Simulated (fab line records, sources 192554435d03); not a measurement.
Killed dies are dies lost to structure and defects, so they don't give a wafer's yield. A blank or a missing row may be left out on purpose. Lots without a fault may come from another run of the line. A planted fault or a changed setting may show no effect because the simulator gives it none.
Split-lot experiment | flow n5_finfet | 7 lots, 21 wafers read, on a route of 1938 steps

THE SPLIT
At N5_BEOL_M7_COAT_05 (resist thk 90 nm), the setting spin_rpm was moved away from the recipe's 1500 rpm on 5 of the 21 wafers read, by -4.4% to +10.5%. The other wafers ran this setting at the recipe's value.

FROM THE SPLIT TO THE READING: what the file shows between them, 6 steps
- N5_BEOL_M7_EBR_07
- N5_BEOL_M7_SOFTBAKE_06: time 60 s
- N5_BEOL_M7_EXPOSE_08: exposes mask M7
- N5_BEOL_M7_PEB_09: peb time 60 s
- N5_BEOL_M7_DEVELOP_10: develop time 30 s
- N5_BEOL_M7_DESCUM_16: chemistry O2, time 7.9 s

THE READING
CAR-ArF_of_BEOL_M7_COAT_05.thk_nm (the simulator's own value, which no gauge read), in nm, at N5_BEOL_M7_ETCH_61 (etches SiARC in CF4, target depth 45.5 nm, time 75.8 s). The file gives no usual value for it. The 16 wafers here that ran the recipe average 50.7 nm, standard deviation 0.24 nm.

wafer  | tool, chamber at the split | spin_rpm as run, rpm | against the recipe | CAR-ArF_of_BEOL_M7_COAT_05.thk_nm, nm | against lot-mates on the recipe
L074.2 | litho_track-04, 0          | 1500                 | recipe             | 50.6                                  | -
L074.3 | litho_track-04, 0          | 1500                 | recipe             | 50.4                                  | -
L074.5 | litho_track-04, 0          | 1500                 | recipe             | 50.8                                  | -
L078.3 | litho_track-04, 0          | 1500                 | recipe             | 50.6                                  | -
L078.5 | litho_track-04, 0          | 1500                 | recipe             | 50.6                                  | -
L078.6 | litho_track-04, 0          | 1500                 | recipe             | 50.8                                  | -
L082.3 | litho_track-03, 0          | 1657                 | +10.5%             | 46.2                                  | -4.6
L082.5 | litho_track-03, 0          | 1500                 | recipe             | 50.8                                  | -
L082.6 | litho_track-03, 0          | 1657                 | +10.5%             | 46.4                                  | -4.4
L085.1 | litho_track-04, 0          | 1598                 | +6.5%              | 48                                    | -2.5
L085.2 | litho_track-04, 0          | 1500                 | recipe             | 50.4                                  | -
L085.6 | litho_track-04, 0          | 1500                 | recipe             | 50.6                                  | -
L090.2 | litho_track-04, 0          | 1500                 | recipe             | 50.6                                  | -
L090.4 | litho_track-04, 0          | 1500                 | recipe             | 51                                    | -
L090.5 | litho_track-04, 0          | 1500                 | recipe             | 51.4                                  | -
L091.2 | litho_track-04, 0          | 1500                 | recipe             | 50.8                                  | -
L091.3 | litho_track-04, 0          | 1434                 | -4.4%              | 52.8                                  | +2.0
L091.5 | litho_track-04, 0          | 1434                 | -4.4%              | 53                                    | +2.2
L094.3 | litho_track-03, 0          | 1500                 | recipe             | 50.6                                  | -
L094.4 | litho_track-03, 0          | 1500                 | recipe             | 50.6                                  | -
L094.5 | litho_track-03, 0          | 1500                 | recipe             | 51                                    | -

THE FIT
A straight line over all 21 wafers: CAR-ArF_of_BEOL_M7_COAT_05.thk_nm changes by -0.434 nm for each +1% of spin_rpm; r = -0.99; the points scatter about the line by 0.24 nm.
The same after taking each lot's own level away (the mean of its wafers on the recipe; 21 wafers): -0.432 nm for each +1%; r = -0.99; scatter 0.2 nm.
On that fit, the largest move of spin_rpm shifts the reading by 4.5 nm.
The lots' own levels span 50.50 to 51.00 nm, that is 2.1 times the standard deviation above.
So the lot-to-lot level changes the slope little: the two slopes agree.
Check: with one of the wafers moved furthest among these (+10.5%) left out of the fit, the line predicts -4.41 nm for it against its lot-mates. It came out at -4.6 nm against them.

THE WHOLE CHAIN: every reading that the file lists as answering this split, in the file's order
step                  | what it does                                           | reading                                                                            | change (the file's fit)               | r (the file's)
N5_BEOL_M7_COAT_05    | resist thk 90 nm                                       | CAR-ArF_of_BEOL_M7_COAT_05.thk_nm (the simulator's own value, which no gauge read) | -0.431 nm for each +1% of the setting | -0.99
N5_BEOL_M7_DEVELOP_10 | develop time 30 s                                      | CAR-ArF_of_BEOL_M7_COAT_05.thk_nm (the simulator's own value, which no gauge read) | -0.436 nm for each +1% of the setting | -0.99
N5_BEOL_M7_ETCH_61    | etches SiARC in CF4, target depth 45.5 nm, time 75.8 s | CAR-ArF_of_BEOL_M7_COAT_05.thk_nm (the simulator's own value, which no gauge read) | -0.424 nm for each +1% of the setting | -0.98

THE FILE'S OWN FIT
CAR-ArF_of_BEOL_M7_COAT_05.thk_nm changes by -0.424 nm for each +1% of spin_rpm, r = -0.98.
